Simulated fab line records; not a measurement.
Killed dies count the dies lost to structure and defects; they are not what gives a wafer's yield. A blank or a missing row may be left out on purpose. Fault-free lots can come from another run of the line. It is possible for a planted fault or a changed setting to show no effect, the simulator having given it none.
Split-lot experiment + flow n5-finfet + route with 1938 steps; 7 lots, 39 wafers read

## SPLIT DETAILS
At N5_BEOL_M9_HM_DEP_02 (deposits TiN, target thk 20 nm), the setting target-thk-a was moved away from the recipe's 200 angstrom on 12 of the 39 wafers read, by -46.5% to +48.2%. All remaining wafers had this setting at the recipe value.

## FROM THE SPLIT TO THE READING: what the file shows between them, 4 steps
- N5_BEOL_M9_COAT_59: time 60 s, resist thk 100 nm
- N5_BEOL_M9_COAT_60: time 60 s, resist thk 30 nm
- N5_BEOL_M9_STRIP_68: strips in N2/H2
- N5_BEOL_M9_STRIP_67: strips in CF4

## THE READING
etch.depth-nm (the simulator's own value, which no gauge read), in nm, at N5_BEOL_M9_HM_OPEN_17 (chemistry Cl2/BCl3, target TiN, target depth 20 nm, overetch 6 nm). The file does not state a usual value for it. The 27 wafers here that ran the recipe average 20.04 nm, standard deviation 0.3 nm.

| wafer  | tool, chamber at the split | target-thk-a as run, angstrom | against the recipe | etch.depth-nm, nm | against lot-mates on the recipe |
|--------|----------------------------|-------------------------------|--------------------|-------------------|---------------------------------|
| L078.1 | pvd-sputter-02, -          | 107.1                         | -46.5%             | 11.11             | -9.24                           |
| L078.2 | pvd-sputter-02, -          | 107.1                         | -46.5%             | 10.75             | -9.60                           |
| L078.3 | pvd-sputter-02, -          | 107.1                         | -46.5%             | 10.79             | -9.56                           |
| L078.4 | pvd-sputter-02, -          | 200                           | recipe             | 20.36             | -                               |
| L078.5 | pvd-sputter-02, -          | 200                           | recipe             | 20.49             | -                               |
| L078.6 | pvd-sputter-02, -          | 200                           | recipe             | 20.21             | -                               |
| L079.1 | pvd-sputter-01, -          | 200                           | recipe             | 20.05             | -                               |
| L079.3 | pvd-sputter-01, -          | 200                           | recipe             | 20.07             | -                               |
| L079.4 | pvd-sputter-01, -          | 200                           | recipe             | 20.06             | -                               |
| L080.1 | pvd-sputter-01, -          | 200                           | recipe             | 19.91             | -                               |
| L080.2 | pvd-sputter-01, -          | 200                           | recipe             | 19.77             | -                               |
| L080.3 | pvd-sputter-01, -          | 200                           | recipe             | 19.73             | -                               |
| L080.4 | pvd-sputter-01, -          | 200                           | recipe             | 19.7              | -                               |
| L080.5 | pvd-sputter-01, -          | 200                           | recipe             | 19.82             | -                               |
| L080.6 | pvd-sputter-01, -          | 200                           | recipe             | 19.72             | -                               |
| L089.1 | pvd-sputter-01, -          | 140.1                         | -29.9%             | 14.12             | -5.94                           |
| L089.2 | pvd-sputter-01, -          | 140.1                         | -29.9%             | 14.02             | -6.04                           |
| L089.3 | pvd-sputter-01, -          | 140.1                         | -29.9%             | 14.17             | -5.89                           |
| L089.4 | pvd-sputter-01, -          | 200                           | recipe             | 19.99             | -                               |
| L089.5 | pvd-sputter-01, -          | 200                           | recipe             | 20.03             | -                               |
| L089.6 | pvd-sputter-01, -          | 200                           | recipe             | 20.17             | -                               |
| L090.1 | pvd-sputter-03, -          | 200                           | recipe             | 20.29             | -                               |
| L090.2 | pvd-sputter-03, -          | 200                           | recipe             | 20.24             | -                               |
| L090.3 | pvd-sputter-03, -          | 200                           | recipe             | 20.12             | -                               |
| L090.5 | pvd-sputter-03, -          | 200                           | recipe             | 20.12             | -                               |
| L090.4 | pvd-sputter-03, -          | 200                           | recipe             | 20.03             | -                               |
| L090.6 | pvd-sputter-03, -          | 200                           | recipe             | 20.4              | -                               |
| L093.1 | pvd-sputter-01, -          | 200                           | recipe             | 19.57             | -                               |
| L093.2 | pvd-sputter-01, -          | 200                           | recipe             | 19.47             | -                               |
| L093.3 | pvd-sputter-01, -          | 200                           | recipe             | 19.46             | -                               |
| L093.4 | pvd-sputter-01, -          | 296.5                         | +48.2%             | 25.81             | +6.31                           |
| L093.5 | pvd-sputter-01, -          | 296.5                         | +48.2%             | 25.73             | +6.23                           |
| L093.6 | pvd-sputter-01, -          | 296.5                         | +48.2%             | 25.9              | +6.40                           |
| L095.1 | pvd-sputter-01, -          | 200                           | recipe             | 20.4              | -                               |
| L095.2 | pvd-sputter-01, -          | 200                           | recipe             | 20.35             | -                               |
| L095.3 | pvd-sputter-01, -          | 259.3                         | +29.6%             | 26.3              | +5.87                           |
| L095.4 | pvd-sputter-01, -          | 259.3                         | +29.6%             | 26.11             | +5.68                           |
| L095.5 | pvd-sputter-01, -          | 200                           | recipe             | 20.53             | -                               |
| L095.6 | pvd-sputter-01, -          | 259.3                         | +29.6%             | 26.26             | +5.83                           |

THE FIT
A straight line over all 39 wafers: etch.depth-nm changes by +0.17 nm for each +1% of target-thk-a; r = +0.97; the points scatter about the line by 0.88 nm.
The same after taking each lot's own level away (the mean of its wafers on the recipe; 39 wafers): +0.175 nm for each +1%; r = +0.98; scatter 0.72 nm.
Per that fit: largest target-thk-a move, reading shift of 8.4 nm.
The lots' own levels span 19.500 to 20.427 nm, that is 3.1 times the standard deviation above.
The two slopes agree, so the slope changes little with the lot-to-lot level.
Check: with one of the wafers moved furthest among these (+48.2%) left out of the fit, the line predicts +8.49 nm for it against its lot-mates. It came out at +6.31 nm against them.

## FURTHER SPLITS ON THESE WAFERS
Note: prior to the reading, these wafers also went through further splits. Each is held against what the fit with the lots' levels taken away leaves over:
| other split on the same wafers           | wafers away from the commonest value | r with etch.depth-nm (lot level and that fit taken away) |
|------------------------------------------|--------------------------------------|----------------------------------------------------------|
| N5_BEOL_M3_ILD_DEP_00 time-s             | 9                                    | +0.09                                                    |
| N5_BEOL_M3_CVD_47 target-thk-a           | 12                                   | -0.20                                                    |
| N5_BEOL_M6_TRENCH_ETCH_37 target-depth-a | 15                                   | +0.26                                                    |

## THE WHOLE CHAIN: every reading that the file lists as answering this split, in the file's order
| step                  | what it does                                                      | reading                                                                          | change (the file's fit)               | r (the file's) |
|-----------------------|-------------------------------------------------------------------|----------------------------------------------------------------------------------|---------------------------------------|----------------|
| N5_BEOL_M9_HM_DEP_02  | deposits TiN, target thk 20 nm                                    | TiN_of_BEOL_M9_HM_DEP_02.thk-nm (the simulator's own value, which no gauge read) | +0.202 nm for each +1% of the setting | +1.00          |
| N5_BEOL_M9_HM_OPEN_17 | chemistry Cl2/BCl3, target TiN, target depth 20 nm, overetch 6 nm | etch.depth-nm (the simulator's own value, which no gauge read)                   | +0.175 nm for each +1% of the setting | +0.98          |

## FILE'S OWN FIT
etch.depth-nm changes by +0.175 nm for each +1% of target-thk-a, r = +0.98.
